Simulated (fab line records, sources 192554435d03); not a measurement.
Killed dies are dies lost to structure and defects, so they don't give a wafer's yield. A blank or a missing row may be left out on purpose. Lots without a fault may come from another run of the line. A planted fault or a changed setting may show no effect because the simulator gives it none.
Chamber matching | flow n5_finfet | N5_BEOL_M2_DEP_57 on pecvd-03: 3 sister chambers
The step deposits SiCN from 3MS/NH3, target thk 8 nm, time 14 s. 6 wafers are shown with their chamber, then 7 later ones without.

WAFERS WITH THEIR CHAMBER
wafer  | chamber | showerhead_plenum_p_Torr (Torr) | showerhead_vpp_V (V)
L083.5 | 0       | 3.690                           | 873
L089.4 | 2       | 3.641                           | 929
L089.5 | 1       | 3.687                           | 831
L089.6 | 0       | 3.691                           | 894
L094.1 | 2       | 3.639                           | 919
L094.4 | 1       | 3.674                           | 826

WAFERS WITHOUT THEIR CHAMBER
wafer  | showerhead_plenum_p_Torr (Torr) | showerhead_vpp_V (V)
L094.6 | 3.640                           | 936
L096.2 | 3.675                           | 824
L096.4 | 3.638                           | 930
L096.6 | 3.691                           | 905
L095.1 | 3.677                           | 825
L095.3 | 3.676                           | 901
L095.4 | 3.672                           | 832

WHICH CHAMBER EACH WENT THROUGH
wafer  | from the rows above | in truth
L094.6 | 2                   | 2
L096.2 | 1                   | 1
L096.4 | 2                   | 2
L096.6 | 0                   | 0
L095.1 | 1                   | 1
L095.3 | 0                   | 0
L095.4 | 1                   | 1
Placed correctly: 7 of 7. Can't be placed from these rows: 0. Placed wrongly: 0.
How it was worked out, from the rows above alone: a wafer's distance from a chamber is the root of the sum, over the readings, of the square of ((its reading less the chamber's mean) divided by the reading's scatter). The wafer belongs to the nearest chamber; if the next one is less than 2 further off, it can't be placed. A chamber's mean is the mean of its shown wafers. The scatter: the root of (the sum of the squares of (reading less its chamber's mean) over the shown wafers, divided by (wafers less chambers)).
